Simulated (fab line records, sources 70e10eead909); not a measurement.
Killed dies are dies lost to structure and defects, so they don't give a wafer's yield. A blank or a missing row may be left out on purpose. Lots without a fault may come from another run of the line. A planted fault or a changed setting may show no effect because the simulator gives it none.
Which tool did it? | flow nand_harc | 12 lots, 36 wafers sampled, at 4 steps of a route of 1159

WHAT THE GAUGES READ, wafer by wafer
NHARC_P_CONTACT_CD_MEAS_12: target cd 90 nm.
lot  | measured     | on        | cd_nm (nm)
L145 | day 5 23:14  | cd_sem-02 | 90.3 89.6 89.1
L149 | day 6 12:53  | cd_sem-02 | 89.6 89.9 90.4
L148 | day 6 13:36  | cd_sem-01 | 90.1 90.4 90.7
L150 | day 7 01:06  | cd_sem-02 | 89.2 89.2 89.1
L152 | day 7 11:40  | cd_sem-01 | 85.9 86.0 85.5
L154 | day 7 23:31  | cd_sem-03 | 89.7 89.4 88.7
L161 | day 9 16:58  | cd_sem-03 | 89.5 90.1 90.7
L160 | day 9 17:35  | cd_sem-02 | 89.9 90.0 89.7
L163 | day 10 04:57 | cd_sem-01 | 90.3 89.6 90.0
L162 | day 10 05:11 | cd_sem-01 | 91.1 90.6 90.1
L167 | day 11 02:49 | cd_sem-03 | 89.9 90.1 91.3
L166 | day 11 11:27 | cd_sem-02 | 89.2 89.7 90.2

WHICH TOOL RAN EACH LOT (tool, then ch and the chambers of the sampled wafers, then the start)
lot  | NHARC_P_GATE_DESCUM_93             | NHARC_P_GATE_STRIP_95                | NHARC_P_CONTACT_EXPOSE_09
L145 | rie_diel-08 ch 0,1,2, day 5 17:42  | plasma_asher-02 ch 0,1, day 5 18:48  | arfi_scanner-02 ch 0, day 5 23:05
L149 | rie_diel-04 ch 0,1,3, day 6 08:29  | plasma_asher-01 ch 0,1, day 6 09:34  | arfi_scanner-02 ch 0, day 6 12:45
L148 | rie_diel-04 ch 0,2,3, day 6 08:52  | plasma_asher-02 ch 0,1, day 6 10:03  | arfi_scanner-03 ch 0, day 6 13:28
L150 | rie_diel-08 ch 1,2, day 6 20:13    | plasma_asher-02 ch 0,1, day 6 21:19  | arfi_scanner-01 ch 0, day 7 00:58
L152 | rie_diel-06 ch 1,2, day 7 06:54    | plasma_asher-02 ch 0,1, day 7 07:59  | arfi_scanner-01 ch 0, day 7 11:32
L154 | rie_diel-06 ch 0,2,3, day 7 18:44  | plasma_asher-02 ch 0,1, day 7 20:05  | arfi_scanner-03 ch 0, day 7 23:23
L161 | rie_diel-08 ch 2,3, day 9 12:25    | plasma_asher-01 ch 0,1, day 9 13:32  | arfi_scanner-02 ch 0, day 9 16:49
L160 | rie_diel-06 ch 0,2,3, day 9 13:09  | plasma_asher-02 ch 1, day 9 14:15    | arfi_scanner-02 ch 0, day 9 17:27
L163 | rie_diel-04 ch 0,1,3, day 10 00:24 | plasma_asher-02 ch 0,1, day 10 01:28 | arfi_scanner-03 ch 0, day 10 04:49
L162 | rie_diel-04 ch 1,2, day 10 00:41   | plasma_asher-01 ch 0,1, day 10 01:46 | arfi_scanner-01 ch 0, day 10 05:04
L167 | rie_diel-08 ch 2,3, day 10 22:17   | plasma_asher-01 ch 0,1, day 10 23:24 | arfi_scanner-01 ch 0, day 11 02:41
L166 | rie_diel-08 ch 1,2,3, day 11 06:45 | plasma_asher-01 ch 0,1, day 11 07:49 | arfi_scanner-01 ch 0, day 11 11:19
- NHARC_P_GATE_DESCUM_93: chemistry O2, time 3 s.
- NHARC_P_GATE_STRIP_95: strips in O2.
- NHARC_P_CONTACT_EXPOSE_09: exposes mask P CA, target cd 90 nm.

WHAT THE TOOLS THEMSELVES READ (means of the sampled wafers that have a number; where no wafer has one, the mark that the record gives instead)
NHARC_P_GATE_DESCUM_93.
lot  | tool        | drypump_motor_current_A (A) | oes_product_au (a.u.) | rf_vpp_V (V) | showerhead_plenum_p_Torr (Torr) | throttle_valve_pct (%)
L145 | rie_diel-08 | 5.8                         | 1.002                 | 58.0         | 1.93                            | 11.311
L149 | rie_diel-04 | 5.7                         | 0.992                 | 58.4         | 1.97                            | 11.317
L148 | rie_diel-04 | 5.7                         | 1.007                 | 58.6         | 2.02                            | 11.320
L150 | rie_diel-08 | 5.7                         | 0.988                 | 57.6         | 1.93                            | 11.311
L152 | rie_diel-06 | 5.9                         | 1.011                 | 57.6         | 1.82                            | 11.315
L154 | rie_diel-06 | 5.7                         | 1.005                 | 57.6         | 1.87                            | 11.310
L161 | rie_diel-08 | 5.8                         | 0.992                 | 56.9         | 1.90                            | 11.309
L160 | rie_diel-06 | 5.7                         | 1.010                 | 57.6         | 1.86                            | 11.306
L163 | rie_diel-04 | 5.7                         | 1.001                 | 58.2         | 1.95                            | 11.311
L162 | rie_diel-04 | 5.6                         | 0.999                 | 57.3         | 2.00                            | 11.312
L167 | rie_diel-08 | 5.3                         | 0.999                 | 58.5         | 1.97                            | 11.311
L166 | rie_diel-08 | 5.7                         | 0.992                 | 58.5         | 1.91                            | 11.306

NHARC_P_GATE_STRIP_95.
lot  | tool            | drypump_motor_current_A (A) | heater_power_w (W)
L145 | plasma_asher-02 | 5.78                        | 340
L149 | plasma_asher-01 | 5.75                        | 350
L148 | plasma_asher-02 | 5.80                        | 314
L150 | plasma_asher-02 | 5.78                        | 335
L152 | plasma_asher-02 | 5.80                        | 315
L154 | plasma_asher-02 | 5.80                        | 316
L161 | plasma_asher-01 | 5.75                        | 332
L160 | plasma_asher-02 | 5.74                        | 361
L163 | plasma_asher-02 | 5.80                        | 314
L162 | plasma_asher-01 | 5.75                        | 347
L167 | plasma_asher-01 | 5.73                        | 337
L166 | plasma_asher-01 | 5.75                        | 340

THE ANSWER, worked out from the rows above alone
Rule: what is usual is taken from the lots themselves. Put in order of their means at a reading, lots are off if they are a third of the lots or fewer, leave a main group of 4 or more, and stand apart from it by a gap of 3 or more times the standard deviation of the main group's means; of several such gaps the widest counts. A main group whose means are all the same, to the digits that the tables above print for the reading, isn't used. A lot without any number at a reading at which 4 lots or more have one is off too. The other lots that the step has rows for count as sound. The gauges are gone through in route order, then the tools' own readings, and for those a lot's mean is taken as printed above. The first step at which some lot is off is used, and at that step the reading that is off furthest; a lot without a number counts as furthest.
Off: L152, at NHARC_P_CONTACT_CD_MEAS_12 (cd_nm). The main group: mean 89.9 nm, standard deviation 0.44.
A tool fits if, at a process step before that reading, it ran every lot that is off, and no sound lot after the first of them. The gauges at NHARC_P_CONTACT_CD_MEAS_12 are tried like those tools. None of those tried fits.

WHAT THE SIMULATOR HAD PUT IN
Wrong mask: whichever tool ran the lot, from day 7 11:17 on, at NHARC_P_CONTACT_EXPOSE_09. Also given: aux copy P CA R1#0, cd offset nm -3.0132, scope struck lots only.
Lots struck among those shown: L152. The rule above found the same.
